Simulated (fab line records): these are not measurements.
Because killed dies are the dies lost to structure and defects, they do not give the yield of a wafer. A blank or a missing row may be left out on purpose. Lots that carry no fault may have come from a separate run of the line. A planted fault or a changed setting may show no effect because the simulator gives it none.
Which tool did it? || flow n5_finfet || Sampling: 12 lots, 36 wafers, 4 of 1938 route steps

WHAT THE GAUGES READ, wafer by wafer
N5_HKMG_FIN_INSPECT_61: inspects for defects (macro).
{"lot": "L075", "measured": "day 4 03:51", "on": "defect_inspect-01", "raw_defect_count": "2 3 1"}
{"lot": "L077", "measured": "day 4 17:28", "on": "defect_inspect-01", "raw_defect_count": "5 3 1"}
{"lot": "L079", "measured": "day 5 04:38", "on": "defect_inspect-01", "raw_defect_count": "1 1 2"}
{"lot": "L081", "measured": "day 5 15:32", "on": "defect_inspect-02", "raw_defect_count": "4 2 5"}
{"lot": "L083", "measured": "day 6 04:32", "on": "defect_inspect-02", "raw_defect_count": "3 1 0"}
{"lot": "L085", "measured": "day 6 23:35", "on": "defect_inspect-02", "raw_defect_count": "2 0 0"}
{"lot": "L087", "measured": "day 8 02:31", "on": "defect_inspect-02", "raw_defect_count": "1 1 2"}
{"lot": "L089", "measured": "day 8 04:44", "on": "defect_inspect-02", "raw_defect_count": "2 1 1"}
{"lot": "L091", "measured": "day 8 09:40", "on": "defect_inspect-01", "raw_defect_count": "1 3 3"}
{"lot": "L093", "measured": "day 8 20:47", "on": "defect_inspect-01", "raw_defect_count": "2 0 3"}
{"lot": "L095", "measured": "day 9 06:28", "on": "defect_inspect-02", "raw_defect_count": "1 4 4"}
{"lot": "L097", "measured": "day 10 00:31", "on": "defect_inspect-01", "raw_defect_count": "1 2 1"}

EACH LOT AND THE TOOL THAT RAN IT (in order: tool; ch and the chambers of the sampled wafers; start)
{"lot": "L075", "N5_SDB_STRIP_22": "plasma_asher-02 ch 0,1, day 3 22:44", "N5_HKMG_FIN_ALD_74": "ald_hk-03 ch 1,2,3, day 4 03:14", "N5_HKMG_FIN_ALD_75": "ald_hk-03 ch 1,2,3, day 4 03:19"}
{"lot": "L077", "N5_SDB_STRIP_22": "plasma_asher-01 ch 0,1, day 4 12:17", "N5_HKMG_FIN_ALD_74": "ald_hk-01 ch 0,1,2, day 4 17:00", "N5_HKMG_FIN_ALD_75": "ald_hk-01 ch 0,1,2, day 4 17:04"}
{"lot": "L079", "N5_SDB_STRIP_22": "plasma_asher-02 ch 0,1, day 4 23:12", "N5_HKMG_FIN_ALD_74": "ald_hk-02 ch 2,3, day 5 04:02", "N5_HKMG_FIN_ALD_75": "ald_hk-02 ch 2,3, day 5 04:07"}
{"lot": "L081", "N5_SDB_STRIP_22": "plasma_asher-02 ch 0,1, day 5 10:18", "N5_HKMG_FIN_ALD_74": "ald_hk-03 ch 1,2,3, day 5 14:56", "N5_HKMG_FIN_ALD_75": "ald_hk-03 ch 1,2,3, day 5 15:01"}
{"lot": "L083", "N5_SDB_STRIP_22": "plasma_asher-02 ch 0,1, day 5 23:19", "N5_HKMG_FIN_ALD_74": "ald_hk-01 ch 0,3, day 6 03:56", "N5_HKMG_FIN_ALD_75": "ald_hk-01 ch 0,3, day 6 04:01"}
{"lot": "L085", "N5_SDB_STRIP_22": "plasma_asher-01 ch 0,1, day 6 17:44", "N5_HKMG_FIN_ALD_74": "ald_hk-02 ch 0,2,3, day 6 22:59", "N5_HKMG_FIN_ALD_75": "ald_hk-02 ch 0,2,3, day 6 23:04"}
{"lot": "L087", "N5_SDB_STRIP_22": "plasma_asher-02 ch 1, day 7 21:22", "N5_HKMG_FIN_ALD_74": "ald_hk-02 ch 0,1,3, day 8 01:55", "N5_HKMG_FIN_ALD_75": "ald_hk-02 ch 0,1,3, day 8 02:00"}
{"lot": "L089", "N5_SDB_STRIP_22": "plasma_asher-01 ch 0,1, day 7 23:34", "N5_HKMG_FIN_ALD_74": "ald_hk-03 ch 0,1,3, day 8 04:09", "N5_HKMG_FIN_ALD_75": "ald_hk-03 ch 0,1,3, day 8 04:13"}
{"lot": "L091", "N5_SDB_STRIP_22": "plasma_asher-02 ch 0,1, day 8 04:32", "N5_HKMG_FIN_ALD_74": "ald_hk-01 ch 0,1,3, day 8 09:04", "N5_HKMG_FIN_ALD_75": "ald_hk-01 ch 0,1,3, day 8 09:08"}
{"lot": "L093", "N5_SDB_STRIP_22": "plasma_asher-02 ch 0,1, day 8 15:02", "N5_HKMG_FIN_ALD_74": "ald_hk-02 ch 0,3, day 8 20:11", "N5_HKMG_FIN_ALD_75": "ald_hk-02 ch 0,3, day 8 20:16"}
{"lot": "L095", "N5_SDB_STRIP_22": "plasma_asher-02 ch 0,1, day 9 01:20", "N5_HKMG_FIN_ALD_74": "ald_hk-03 ch 1,2,3, day 9 05:52", "N5_HKMG_FIN_ALD_75": "ald_hk-03 ch 1,2,3, day 9 05:57"}
{"lot": "L097", "N5_SDB_STRIP_22": "plasma_asher-01 ch 0,1, day 9 18:47", "N5_HKMG_FIN_ALD_74": "ald_hk-03 ch 0,1, day 10 00:02", "N5_HKMG_FIN_ALD_75": "ald_hk-03 ch 0,1, day 10 00:07"}
- N5_SDB_STRIP_22: strips in N2/H2.
- N5_HKMG_FIN_ALD_74: deposits La2O3, target thk 0.5 nm, pulse time 6 s, co reactant pulse time 1 s.
- N5_HKMG_FIN_ALD_75: deposits Al2O3, target thk 1 nm, co reactant pulse time 1 s.

THE ANSWER, worked out from the rows above alone
Rule: the lots themselves supply what counts as usual. Put in order of their means at a reading, lots are off if they are a third of the lots or fewer, leave a main group of 4 or more, and stand apart from it by a gap of 3 or more times the standard deviation of the main group's means; of several such gaps the widest counts. If all means in a main group match to the digits the tables above print for the reading, that group is not used. Also off: a lot with no number at a reading for which 4 or more lots have one. Any other lot the step has rows for is counted as sound.
Across all readings shown, no lot is off: no conclusion can be drawn from this.

WHAT THE SIMULATOR HAD PUT IN
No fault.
